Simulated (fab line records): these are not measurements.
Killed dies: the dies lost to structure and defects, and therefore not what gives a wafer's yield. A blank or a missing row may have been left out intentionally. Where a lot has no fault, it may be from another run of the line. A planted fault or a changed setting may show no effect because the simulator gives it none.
Which tool did it? / flow n5_finfet / 11 lots, 31 wafers sampled, at 4 steps of a route of 1938

== WHAT EACH GAUGE READ, for each wafer ==
N5_BEOL_M12_CD_MEAS_17 targets a cd of 140 nm.
lot=L558; measured=day 12 12:22; on=cd_sem-03; cd_nm (nm)=135.3 136.1 138.2
lot=L560; measured=day 13 01:00; on=cd_sem-02; cd_nm (nm)=140.2 136.2 137.8
lot=L559; measured=day 13 19:09; on=cd_sem-01; cd_nm (nm)=139.5 140.0 140.7
lot=L563; measured=day 14 02:35; on=cd_sem-02; cd_nm (nm)=140.3 144.1 142.2
lot=L564; measured=day 14 13:57; on=cd_sem-03; cd_nm (nm)=140.7 138.7 142.0
lot=L565; measured=day 14 22:54; on=cd_sem-02; cd_nm (nm)=138.6 139.0 135.5
lot=L568; measured=day 15 01:39; on=cd_sem-03; cd_nm (nm)=136.8 140.0 138.2
lot=L570; measured=day 16 13:05; on=cd_sem-02; cd_nm (nm)=141.2
lot=L576; measured=day 17 16:49; on=cd_sem-01; cd_nm (nm)=140.6 135.8 139.6
lot=L579; measured=day 18 06:56; on=cd_sem-03; cd_nm (nm)=142.3 142.0 142.7
lot=L581; measured=day 18 17:38; on=cd_sem-02; cd_nm (nm)=139.5 137.9 140.7

== WHICH TOOL RAN EACH LOT (tool, then ch and the chambers of the sampled wafers, then the start) ==
lot=L558; N5_BEOL_M11_SURFACE_TREAT_76=pvd_sputter-03, day 12 09:06; N5_BEOL_M12_VIA_ETCH_16=rie_diel-03 ch 0,2, day 12 11:57; N5_BEOL_M12_STRIP_64=plasma_asher-02 ch 0,1, day 12 12:13
lot=L560; N5_BEOL_M11_SURFACE_TREAT_76=pvd_sputter-02, day 12 22:44; N5_BEOL_M12_VIA_ETCH_16=rie_diel-01 ch 1,3, day 13 00:35; N5_BEOL_M12_STRIP_64=plasma_asher-01 ch 0,1, day 13 00:51
lot=L559; N5_BEOL_M11_SURFACE_TREAT_76=pvd_sputter-02, day 13 16:26; N5_BEOL_M12_VIA_ETCH_16=rie_diel-03 ch 1,2, day 13 18:44; N5_BEOL_M12_STRIP_64=plasma_asher-01 ch 0,1, day 13 19:00
lot=L563; N5_BEOL_M11_SURFACE_TREAT_76=pvd_sputter-02, day 13 23:44; N5_BEOL_M12_VIA_ETCH_16=rie_diel-01 ch 0,1,3, day 14 02:11; N5_BEOL_M12_STRIP_64=plasma_asher-01 ch 0,1, day 14 02:26
lot=L564; N5_BEOL_M11_SURFACE_TREAT_76=pvd_sputter-01, day 14 11:29; N5_BEOL_M12_VIA_ETCH_16=rie_diel-04 ch 1,2,3, day 14 13:32; N5_BEOL_M12_STRIP_64=plasma_asher-02 ch 1, day 14 13:48
lot=L565; N5_BEOL_M11_SURFACE_TREAT_76=pvd_sputter-03, day 14 19:56; N5_BEOL_M12_VIA_ETCH_16=rie_diel-04 ch 0,1,3, day 14 22:29; N5_BEOL_M12_STRIP_64=plasma_asher-01 ch 0,1, day 14 22:45
lot=L568; N5_BEOL_M11_SURFACE_TREAT_76=pvd_sputter-03, day 14 23:20; N5_BEOL_M12_VIA_ETCH_16=rie_diel-01 ch 2,3, day 15 01:15; N5_BEOL_M12_STRIP_64=plasma_asher-02 ch 0,1, day 15 01:31
lot=L570; N5_BEOL_M11_SURFACE_TREAT_76=pvd_sputter-03, day 16 10:26; N5_BEOL_M12_VIA_ETCH_16=rie_diel-01 ch 0, day 16 12:45; N5_BEOL_M12_STRIP_64=plasma_asher-02 ch 0, day 16 12:58
lot=L576; N5_BEOL_M11_SURFACE_TREAT_76=pvd_sputter-01, day 17 13:46; N5_BEOL_M12_VIA_ETCH_16=rie_diel-04 ch 0,2,3, day 17 16:24; N5_BEOL_M12_STRIP_64=plasma_asher-01 ch 0,1, day 17 16:40
lot=L579; N5_BEOL_M11_SURFACE_TREAT_76=pvd_sputter-01, day 18 04:33; N5_BEOL_M12_VIA_ETCH_16=rie_diel-03 ch 0,1,2, day 18 06:32; N5_BEOL_M12_STRIP_64=plasma_asher-02 ch 0,1, day 18 06:48
lot=L581; N5_BEOL_M11_SURFACE_TREAT_76=pvd_sputter-03, day 18 15:01; N5_BEOL_M12_VIA_ETCH_16=rie_diel-04 ch 1,2,3, day 18 17:14; N5_BEOL_M12_STRIP_64=plasma_asher-01 ch 1, day 18 17:29
- N5_BEOL_M11_SURFACE_TREAT_76
- N5_BEOL_M12_VIA_ETCH_16: etches SiOC in C4F8/O2/Ar, target depth 724.8 nm.
- N5_BEOL_M12_STRIP_64: strips in N2/H2.

== THE ANSWER, worked out from the rows above alone ==
Rule: usual is defined by the lots themselves. Put in order of their means at a reading, lots are off if they are a third of the lots or fewer, leave a main group of 4 or more, and stand apart from it by a gap of 3 or more times the standard deviation of the main group's means; of several such gaps the widest counts. A main group whose means are all the same, to the digits that the tables above print for the reading, isn't used. A lot without any number at a reading at which 4 lots or more have one is off too. The other lots that the step has rows for count as sound.
No lot is off at any reading shown: from this, nothing can be told.

== WHAT THE SIMULATOR HAD INSERTED ==
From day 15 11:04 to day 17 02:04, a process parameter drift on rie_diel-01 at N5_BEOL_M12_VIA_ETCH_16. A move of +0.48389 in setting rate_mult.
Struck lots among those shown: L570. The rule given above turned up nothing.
